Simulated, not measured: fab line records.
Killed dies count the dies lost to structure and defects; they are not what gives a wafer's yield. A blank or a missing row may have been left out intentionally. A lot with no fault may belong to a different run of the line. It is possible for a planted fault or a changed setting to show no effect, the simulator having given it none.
A struck lot beside a sound one    flow nandHarc    39 steps out of a route of 1302
Sound: these wafers, L191.1, L191.2, L191.3. The struck wafers were L193.2, L193.3, L193.5. At the end, the cause is stated.
For every step that has rows: the tool of each side, followed by ch and its chambers, followed by its first start. Under that, the readings that differ: sound wafers    struck wafers    difference of the means    sigmas: that difference in standard deviations of wafers without a fault.
alike: readings with means less than 2 such deviations apart, plus words and numbers identical on both sides. not compared: withheld readings, readings lacking a value on some wafer, bounds such as >300 that could conceal the same value, and numbers that have no deviation in the record and whose values overlap.
The two part at a step that has a row with sigmas, a row that says differs or no value, or rows on one side only. Numbers that have no deviation but don't overlap get no sigmas and don't part them. Lack of a reading on every wafer of one side parts them only where that side has two or more wafers.

first, 7 steps without rows for these wafers: NHARC_A_CHANNEL_FILL_D1_ALD_02 (deposits SiO2, target thk 6 nm, pulse time 10 s, ald cycles 60); NHARC_A_CHANNEL_FILL_D1_ALD_03 (deposits SiNx, target thk 6 nm, pulse time 60 s, ald cycles 58); NHARC_A_CHANNEL_FILL_D1_ALD_14 (deposits SiO2, target thk 2.5 nm, pulse time 10 s, ald cycles 25); NHARC_A_CHANNEL_FILL_D1_ALD_15 (deposits SiNx, target thk 2 nm, pulse time 60 s, ald cycles 19); NHARC_A_CHANNEL_FILL_D1_ALD_16 (deposits SiO2, target thk 1.5 nm, pulse time 10 s, ald cycles 15); NHARC_A_CHANNEL_FILL_D1_ANNEAL_17 (time 1800 s); NHARC_A_CHANNEL_FILL_D1_CVD_18 (deposits poly-Si, target thk 3 nm).
NHARC_A_CHANNEL_FILL_D1_ETCHBACK_19: etches the open film in HBr/Cl2, target depth 5 nm, time 1.7 s.
  sound on rieSi-03 ch 0,1,2, day 14 20:43; struck on rieSi-06 ch 2,3, day 15 20:04
  alike: drypumpMotorCurrentA, oesProductAu, throttleValvePct
  not compared: rfHoursCounterH
then, 1 step without rows for these wafers: NHARC_A_CHANNEL_FILL_D1_ETCHBACK_20 (etches the open film in C4F8/O2/Ar, target depth 27 nm, time 13.5 s).
NHARC_A_CHANNEL_FILL_D1_STRIP_28: strips in O2, time 20 s.
  sound on rieDiel-03 ch 1,2,3, day 14 20:56; struck on rieDiel-08 ch 0,3, day 15 20:17
  alike: drypumpMotorCurrentA, mfcArSccm, oesProductAu, rfVppV, showerheadPlenumPTorr, throttleValvePct
  not compared: rfHoursCounterH
then, 2 steps without rows for these wafers: NHARC_A_CHANNEL_FILL_D1_PRECLEAN_21 (cleans in dHF, time 30 s); NHARC_A_CHANNEL_FILL_D1_SRD_23.
NHARC_A_CHANNEL_FILL_D1_CVD_05: deposits poly-Si, target thk 5 nm.
  sound on lpcvdPoly-01 ch 0, day 14 23:20; struck on lpcvdPoly-02 ch 0, day 15 22:45
reading                 sound           struck          difference  sigmas
zonePowerBottomPct (%)  13.3 13.3 12.9  10.4 10.5 10.5  -2.7        -2
  alike: spikeTcCentreC, spikeTcLowerC
then, 1 step without rows for these wafers: NHARC_A_CHANNEL_FILL_D1_ANNEAL_22 (time 7200 s).
NHARC_A_CHANNEL_FILL_D1_ALD_25: deposits SiOx, target thk 60 nm, pulse time 10 s, ald cycles 600.
  sound on aldHk-03 ch 0,1,2, day 15 08:47; struck on aldHk-02 ch 0,3, day 16 08:41
  alike: heaterPowerOuterW, heaterPowerW, precursorPulseHeightRel
then, 7 steps without rows for these wafers: NHARC_A_CHANNEL_FILL_D1_ETCHBACK_08 (etches the open film in C4F8, target depth 220 nm, time 110 s); NHARC_A_CHANNEL_FILL_D1_STRIP_29 (strips in O2, time 20 s); NHARC_A_CHANNEL_FILL_D1_PRECLEAN_30 (cleans in dHF, time 30 s); NHARC_A_CHANNEL_FILL_D1_SRD_31; NHARC_A_CHANNEL_FILL_D1_CVD_09 (deposits poly-Si, target thk 150 nm, time 3000 s); NHARC_A_CHANNEL_FILL_D1_CMP_10 (polishes, target thk 150 nm); NHARC_A_CHANNEL_FILL_D1_SRD_12.
NHARC_A_DECK1_JOINT_ETCHBACK_07: etches the open film in HBr, target depth 105 nm, time 26.9 s.
  sound on rieSi-01 ch 0,2,3, day 15 20:40; struck on rieSi-04 ch 1,3, day 16 19:45
  alike: drypumpMotorCurrentA, oesProductAu, throttleValvePct
  not compared: rfHoursCounterH
then, 8 steps without rows for these wafers: NHARC_A_DECK1_JOINT_ETCH_25 (etches SiO2 in dHF, target depth 0.5 nm); NHARC_A_DECK1_JOINT_ETCH_19 (etches poly-Si in TMAH, target depth 3 nm); NHARC_A_DECK1_JOINT_ETCH_18 (etches SiO2 in dHF, target depth 3 nm); NHARC_A_DECK1_JOINT_WET_08 (chemistry H3PO4, time 86 s); NHARC_A_DECK1_JOINT_ETCH_09 (etches SiO2 in dHF, target depth 5 nm); NHARC_A_DECK1_JOINT_WET_10 (chemistry H3PO4, time 86 s); NHARC_A_DECK1_JOINT_ETCH_11 (etches SiO2 in dHF, target depth 35 nm); NHARC_A_DECK1_JOINT_CVD_12 (deposits poly-Si, target thk 90 nm, time 1800 s).
NHARC_A_DECK1_JOINT_CMP_13: polishes, target thk 51.023 nm.
  sound on cmp-03 ch 0,1,2, day 16 06:50; struck on cmp-04 ch 0,1,3, day 17 05:51
  alike: motorCurrentA, timeToEndpointS
NHARC_A_DECK1_JOINT_THK_MEAS_14: measures by ellipsometry.
  sound on filmMetro-01 at day 16 07:04; struck on filmMetro-01 at day 17 06:07
  alike: thkNm
then, 5 steps without rows for these wafers: NHARC_A_DECK1_JOINT_SRD_04; NHARC_A_DECK1_JOINT_ETCHBACK_00 (etches the open film in HBr, target depth 30 nm, time 17.4 s); NHARC_A_DECK1_JOINT_PRECLEAN_30 (cleans in SC1); NHARC_A_DECK1_JOINT_SRD_31; NHARC_A_DECK1_JOINT_CVD_34 (deposits SiNx, target thk 20 nm).
-- break in the record here, with 13 days between the starts of the struck wafers on either side (left off in module A_DECK1_JOINT, picked up again in module END, where the first step shown is number 1302 on the route) --
NHARC_END_SORT_01:
  the record has rows for the struck wafers here (prober-02 ch 0, day 30 03:40) and none for the sound ones

== WHERE THEY PART ==
At NHARC_A_CHANNEL_FILL_D1_CVD_05 first; at NHARC_END_SORT_01 last (within this record only).

WHY: what the simulator had put in
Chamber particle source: lpcvdPoly-02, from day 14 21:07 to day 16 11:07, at NHARC_A_CHANNEL_FILL_D1_CVD_05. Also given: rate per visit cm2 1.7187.
